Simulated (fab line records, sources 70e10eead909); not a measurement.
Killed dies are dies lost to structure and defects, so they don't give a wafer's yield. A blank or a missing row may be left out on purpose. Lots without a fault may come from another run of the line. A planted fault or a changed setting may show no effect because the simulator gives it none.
Which tool did it? | flow nand_harc | 24 lots, 72 wafers sampled, at 1 step of a route of 1302

WHAT THE GAUGES READ, wafer by wafer
NHARC_A_WL_FILL_INSPECT_15. Usual: raw_defect_count 482, standard deviation 140.
lot  | measured     | on                | raw_defect_count | flag
L075 | day 21 11:32 | defect_inspect-01 | 512 634 843      |
L074 | day 21 19:06 | defect_inspect-01 | 462 408 373      |
L076 | day 21 22:12 | defect_inspect-02 | 442 570 686      |
L079 | day 22 09:08 | defect_inspect-02 | 575 480 430      |
L077 | day 22 09:09 | defect_inspect-02 | 383 630 408      |
L078 | day 22 18:25 | defect_inspect-01 | 676 765 519      |
L081 | day 23 19:52 | defect_inspect-01 | 663 736 461      |
L080 | day 23 20:02 | defect_inspect-01 | 384 557 509      |
L082 | day 24 12:14 | defect_inspect-02 | 540 488 591      |
L083 | day 25 01:21 | defect_inspect-02 | 458 396 477      |
L084 | day 25 01:23 | defect_inspect-01 | 369 404 445      |
L085 | day 25 13:05 | defect_inspect-02 | 391 388 402      |
L086 | day 26 04:17 | defect_inspect-02 | 480 433 384      |
L087 | day 26 04:18 | defect_inspect-02 | 339 267 350      |
L088 | day 26 20:04 | defect_inspect-01 | 394 663 613      |
L089 | day 27 07:58 | defect_inspect-02 | 543 1001 397     |
L090 | day 28 00:58 | defect_inspect-02 | 499 488 470      |
L092 | day 28 09:07 | defect_inspect-02 | 364 337 344      |
L091 | day 28 09:18 | defect_inspect-02 | 567 408 502      |
L093 | day 29 03:59 | defect_inspect-02 | 516 451 377      |
L095 | day 29 09:17 | defect_inspect-02 | 464 421 420      |
L094 | day 29 09:18 | defect_inspect-02 | 473 388 484      |
L096 | day 29 09:28 | defect_inspect-02 | 347 447 369      |
L097 | day 30 05:41 | defect_inspect-02 | 304 341 473      |

WHICH TOOL RAN EACH LOT (tool, then ch and the chambers of the sampled wafers, then the start)
The record holds no process step before these readings.

WHAT THE TOOLS THEMSELVES READ (means of the sampled wafers that have a number; where no wafer has one, the mark that the record gives instead)
The record holds no such reading with a usual standard deviation.

THE ANSWER, worked out from the rows above alone
Rule: a lot is off if the mean of its wafers that have a number lies more than 3 standard deviations from the usual mean. A lot without any number at a reading at which 4 lots or more have one is off too. The other lots that the step has rows for count as sound. The gauges are gone through in route order, then the tools' own readings, and for those a lot's mean is taken as printed above. The first step at which some lot is off is used, and at that step the reading that is off furthest; a lot without a number counts as furthest.
No lot is off at any reading shown: from this, nothing can be told.

WHAT THE SIMULATOR HAD PUT IN
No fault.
